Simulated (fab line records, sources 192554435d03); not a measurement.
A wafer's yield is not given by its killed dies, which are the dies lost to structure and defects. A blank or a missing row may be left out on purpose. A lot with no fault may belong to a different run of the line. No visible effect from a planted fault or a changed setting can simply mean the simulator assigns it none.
Split-lot trial | flow n5 finfet | 21 wafers read across 7 lots, on a route 1938 steps long

== ON THE SPLIT ==
At N5_BEOL_M12_SPUTTER_44 (material Ta, target thk 10 nm, time 16.13 s), the setting time s was moved away from the recipe's 16.13 s on 5 of the 21 wafers read, by -11.5% to +9.1%. This setting was run at the recipe's value on the other wafers.

The split's own step is where the reading is taken.

== THE READING ==
Ta_of_BEOL_M12_SPUTTER_44.thk nm (the simulator's own value, which no gauge read), in nm, at N5_BEOL_M12_SPUTTER_44 (material Ta, target thk 10 nm, time 16.13 s). The file gives no usual value for it. Average 10.0 nm, standard deviation 0.14 nm, over the 16 wafers here run with the recipe.

wafer  | tool, chamber at the split | time s as run, s | against the recipe | Ta_of_BEOL_M12_SPUTTER_44.thk nm, nm | against lot-mates on the recipe
L075.1 | pvd sputter-02, -          | 16.13            | recipe             | 10                                   | -
L075.6 | pvd sputter-02, -          | 16.13            | recipe             | 10                                   | -
L075.2 | pvd sputter-02, -          | 16.13            | recipe             | 10.2                                 | -
L078.1 | pvd sputter-03, -          | 16.13            | recipe             | 9.8                                  | -
L078.5 | pvd sputter-03, -          | 16.13            | recipe             | 9.8                                  | -
L078.3 | pvd sputter-03, -          | 16.13            | recipe             | 10                                   | -
L079.1 | pvd sputter-01, -          | 16.13            | recipe             | 10                                   | -
L079.6 | pvd sputter-01, -          | 16.13            | recipe             | 10                                   | -
L079.3 | pvd sputter-01, -          | 16.13            | recipe             | 10.2                                 | -
L081.4 | pvd sputter-02, -          | 16.13            | recipe             | 9.8                                  | -
L081.5 | pvd sputter-02, -          | 16.13            | recipe             | 10.2                                 | -
L081.6 | pvd sputter-02, -          | 16.13            | recipe             | 10                                   | -
L086.2 | pvd sputter-03, -          | 16.13            | recipe             | 10                                   | -
L086.3 | pvd sputter-03, -          | 16.13            | recipe             | 10.2                                 | -
L086.4 | pvd sputter-03, -          | 17.59            | +9.1%              | 11                                   | +0.9
L089.2 | pvd sputter-03, -          | 16.13            | recipe             | 10.2                                 | -
L089.3 | pvd sputter-03, -          | 17.23            | +6.8%              | 10.8                                 | +0.6
L089.6 | pvd sputter-03, -          | 17.23            | +6.8%              | 10.8                                 | +0.6
L090.1 | pvd sputter-01, -          | 14.28            | -11.5%             | 8.8                                  | -1.2
L090.4 | pvd sputter-01, -          | 14.28            | -11.5%             | 9                                    | -1.0
L090.5 | pvd sputter-01, -          | 16.13            | recipe             | 10                                   | -

FIT RESULTS
A straight line over all 21 wafers: Ta_of_BEOL_M12_SPUTTER_44.thk nm changes by +0.103 nm for each +1% of time s; r = +0.97; the points scatter about the line by 0.13 nm.
The same after taking each lot's own level away (the mean of its wafers on the recipe; 21 wafers): +0.0949 nm for each +1%; r = +0.97; scatter 0.1 nm.
The reading moves by 1.1 nm for the largest change in time s, on that fit.
From 9.87 to 10.20 nm: that is the span of the lots' own levels, equal to 2.4 times the standard deviation above.
The two slopes agree, so the slope changes little with the lot-to-lot level.
Check: with one of the wafers moved furthest among these (-11.5%) left out of the fit, the line predicts -1.03 nm for it against its lot-mates. Against them it came out at -1.2 nm.

== OTHER SPLITS ON THESE WAFERS ==
Note: prior to the reading, these wafers also went through further splits. Each is held against what the fit with the lots' levels taken away leaves over:
other split on the same wafers     | wafers away from the commonest value | r with Ta_of_BEOL_M12_SPUTTER_44.thk nm (lot level and that fit taken away)
N5_BEOL_M9_SURFACE_TREAT_79 time s | as run: not given for these wafers   | -
N5_BEOL_M10_TRENCH_ETCH_37 bias w  | 6                                    | -0.12
N5_BEOL_M10_ETCH_41 source w       | 8                                    | -0.11

== THE FILE'S OWN FIT ==
Ta_of_BEOL_M12_SPUTTER_44.thk nm changes by +0.0956 nm for each +1% of time s, r = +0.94.
